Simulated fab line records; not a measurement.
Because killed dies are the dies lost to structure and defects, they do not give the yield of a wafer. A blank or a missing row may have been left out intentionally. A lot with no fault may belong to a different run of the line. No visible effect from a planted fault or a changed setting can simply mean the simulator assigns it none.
Split-lot study -- flow n5 finfet -- 39 wafers read across 7 lots, on a route 1938 steps long

== THE SPLIT ==
At N5_BEOL_M4_VIA_ETCH_34 (etches the open film in C4F6/O2, target depth 69.4 nm, time 65.9 s), the setting target depth a was moved away from the recipe's 694 angstrom on 15 of the 39 wafers read, by -55.8% to +43.2%. For the rest of the wafers, this setting stayed at what the recipe calls for.

The reading comes from the split's own step.

== THE READING ==
SOC_of_BEOL_M4_COAT_67.thk nm (the simulator's own value, which no gauge read), in nm, at N5_BEOL_M4_VIA_ETCH_34 (etches the open film in C4F6/O2, target depth 69.4 nm, time 65.9 s). The file does not state a usual value for it. Average 51.9 nm, standard deviation 0.32 nm, over the 24 wafers here run with the recipe.

wafer,"tool, chamber at the split","target depth a as run, angstrom",against the recipe,"SOC_of_BEOL_M4_COAT_67.thk nm, nm",against lot-mates on the recipe
L076.1,"rie diel-06, 1",694,recipe,52.2,-
L076.2,"rie diel-06, 0",462.8,-33.3%,54.6,+2.7
L076.3,"rie diel-06, 2",694,recipe,51.8,-
L076.4,"rie diel-06, 3",694,recipe,51.6,-
L076.5,"rie diel-06, 2",462.8,-33.3%,54.6,+2.7
L076.6,"rie diel-06, 3",462.8,-33.3%,54.6,+2.7
L083.1,"rie diel-04, 3",306.7,-55.8%,56.2,+4.7
L083.2,"rie diel-04, 1",306.7,-55.8%,56.4,+4.9
L083.3,"rie diel-04, 0",694,recipe,51.6,-
L083.4,"rie diel-04, 2",306.7,-55.8%,56.2,+4.7
L083.5,"rie diel-04, 0",694,recipe,51.6,-
L083.6,"rie diel-04, 3",694,recipe,51.2,-
L084.1,"rie diel-04, 0",414.3,-40.3%,54.8,+2.8
L084.2,"rie diel-04, 2",694,recipe,52,-
L084.3,"rie diel-04, 3",414.3,-40.3%,54.8,+2.8
L084.4,"rie diel-04, 1",694,recipe,52,-
L084.5,"rie diel-04, 1",694,recipe,52,-
L084.6,"rie diel-04, 0",414.3,-40.3%,55,+3.0
L085.1,"rie diel-01, 0",467.5,-32.6%,54.4,+2.1
L085.2,"rie diel-01, 2",694,recipe,52.2,-
L085.3,"rie diel-01, 1",694,recipe,52.4,-
L085.4,"rie diel-01, 3",467.5,-32.6%,54.2,+1.9
L085.5,"rie diel-01, 0",467.5,-32.6%,54.6,+2.3
L085.6,"rie diel-01, 1",694,recipe,52.2,-
L090.1,"rie diel-01, 1",694,recipe,52.4,-
L090.2,"rie diel-01, 3",694,recipe,52,-
L090.3,"rie diel-01, 0",993.5,+43.2%,48.6,-3.6
L090.4,"rie diel-01, 2",993.5,+43.2%,49,-3.2
L090.5,"rie diel-01, 3",993.5,+43.2%,48.4,-3.8
L090.6,"rie diel-01, 0",694,recipe,52.2,-
L093.1,"rie diel-06, 0",694,recipe,51.6,-
L093.2,"rie diel-06, 2",694,recipe,51.8,-
L093.6,"rie diel-06, 0",694,recipe,51.4,-
L095.1,"rie diel-04, 1",694,recipe,52.4,-
L095.2,"rie diel-04, 0",694,recipe,51.8,-
L095.3,"rie diel-04, 3",694,recipe,51.6,-
L095.4,"rie diel-04, 2",694,recipe,52,-
L095.5,"rie diel-04, 2",694,recipe,52,-
L095.6,"rie diel-04, 3",694,recipe,51.6,-

FIT RESULTS
A straight line over all 39 wafers: SOC_of_BEOL_M4_COAT_67.thk nm changes by -0.0766 nm for each +1% of target depth a; r = -0.99; the points scatter about the line by 0.28 nm.
The same after taking each lot's own level away (the mean of its wafers on the recipe; 39 wafers): -0.0799 nm for each +1%; r = -0.99; scatter 0.27 nm.
On that fit, the largest move of target depth a shifts the reading by 4.5 nm.
The span of the lots' own levels, 51.47 to 52.27 nm, comes to 2.5 times the standard deviation stated above.
Consequently the slope shifts little with the lot-to-lot level, the two slopes agreeing.
Check: with one of the wafers moved furthest among these (-55.8%) left out of the fit, the line predicts +4.38 nm for it against its lot-mates. It came out at +4.73 nm against them.

== THESE WAFERS: OTHER SPLITS ==
These wafers also went through other splits before the reading. Each is held against what the fit with the lots' levels taken away leaves over:
other split on the same wafers,wafers away from the commonest value,r with SOC_of_BEOL_M4_COAT_67.thk nm (lot level and that fit taken away)
N5_FIN_SAQP_HM_DEP_03 target thk a,18,+0.03
N5_DUMMY_GATE_ETCH_32 time s,15,+0.10
N5_SD_EPI_N_EPI_21 time s,6,+0.19
N5_MOL_CONTACT_COAG_SPUTTER_143 target thk a,15,-0.04
N5_MOL_CONTACT_COAG_ETCHBACK_134 target depth a,15,+0.22
N5_BEOL_M1_VIA_ETCH_34 target depth a,18,+0.10
N5_BEOL_M2_ETCHBACK_99 target depth a,12,-0.17

== THE WHOLE CHAIN: every reading that the file lists as answering this split, in the file's order ==
step,what it does,reading,change (the file's fit),r (the file's)
N5_BEOL_M4_VIA_ETCH_34,"etches the open film in C4F6/O2, target depth 69.4 nm, time 65.9 s","etch.depth nm (the simulator's own value, which no gauge read)",+0.685 nm for each +1% of the setting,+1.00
N5_BEOL_M4_VIA_ETCH_34,"etches the open film in C4F6/O2, target depth 69.4 nm, time 65.9 s","SOC_of_BEOL_M4_COAT_67.thk nm (the simulator's own value, which no gauge read)",-0.0794 nm for each +1% of the setting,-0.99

== THE FILE'S OWN FIT ==
SOC_of_BEOL_M4_COAT_67.thk nm changes by -0.0794 nm for each +1% of target depth a, r = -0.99.
